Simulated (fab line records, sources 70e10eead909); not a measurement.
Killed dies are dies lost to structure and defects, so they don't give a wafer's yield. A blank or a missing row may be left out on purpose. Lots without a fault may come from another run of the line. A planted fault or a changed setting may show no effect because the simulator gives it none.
Chamber matching | flow nand_harc | NHARC_THIN_TSV_CMP_21 on cmp-03: 4 sister chambers
The step polishes, t overpolish 30 s, target thk 2000 nm. 8 wafers are shown with their chamber, then 9 later ones without.

WAFERS WITH THEIR CHAMBER
wafer  | chamber | motor_current_A (A) | overpolish_run_s (s)
L578.3 | 3       | 11.2                | 29.984
L582.1 | 2       | 9.3                 | 29.982
L582.4 | 3       | 11.7                | 30.000
L590.5 | 1       | 11.0                | 29.999
L590.6 | 0       | 12.0                | 29.994
L594.1 | 2       | 9.3                 | 29.992
L594.2 | 0       | 12.2                | 30.003
L594.4 | 1       | 10.7                | 29.996

WAFERS WITHOUT THEIR CHAMBER
wafer  | motor_current_A (A) | overpolish_run_s (s)
L596.2 | 8.7                 | 29.999
L596.3 | 11.5                | 30.004
L596.4 | 11.7                | 29.996
L598.1 | 12.3                | 30.001
L598.5 | 9.1                 | 30.000
L598.6 | 11.6                | 29.989
L597.3 | 12.4                | 29.993
L597.5 | 9.4                 | 29.993
L597.6 | 9.9                 | 29.994

WHICH CHAMBER EACH WENT THROUGH
wafer  | from the rows above          | in truth
L596.2 | 2                            | 2
L596.3 | can't be placed: 3 or 0 or 1 | 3
L596.4 | can't be placed: 3 or 0      | 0
L598.1 | 0                            | 0
L598.5 | 2                            | 2
L598.6 | can't be placed: 3 or 0      | 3
L597.3 | 0                            | 0
L597.5 | 2                            | 2
L597.6 | can't be placed: 2 or 1      | 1
Placed correctly: 5 of 9. Can't be placed from these rows: 4 (the true chamber is among the candidates in 4). Placed wrongly: 0.
How it was worked out, from the rows above alone: a wafer's distance from a chamber is the root of the sum, over the readings, of the square of ((its reading less the chamber's mean) divided by the reading's scatter). The wafer belongs to the nearest chamber; if the next one is less than 2 further off, it can't be placed. A chamber's mean is the mean of its shown wafers. The scatter: the root of (the sum of the squares of (reading less its chamber's mean) over the shown wafers, divided by (wafers less chambers)).
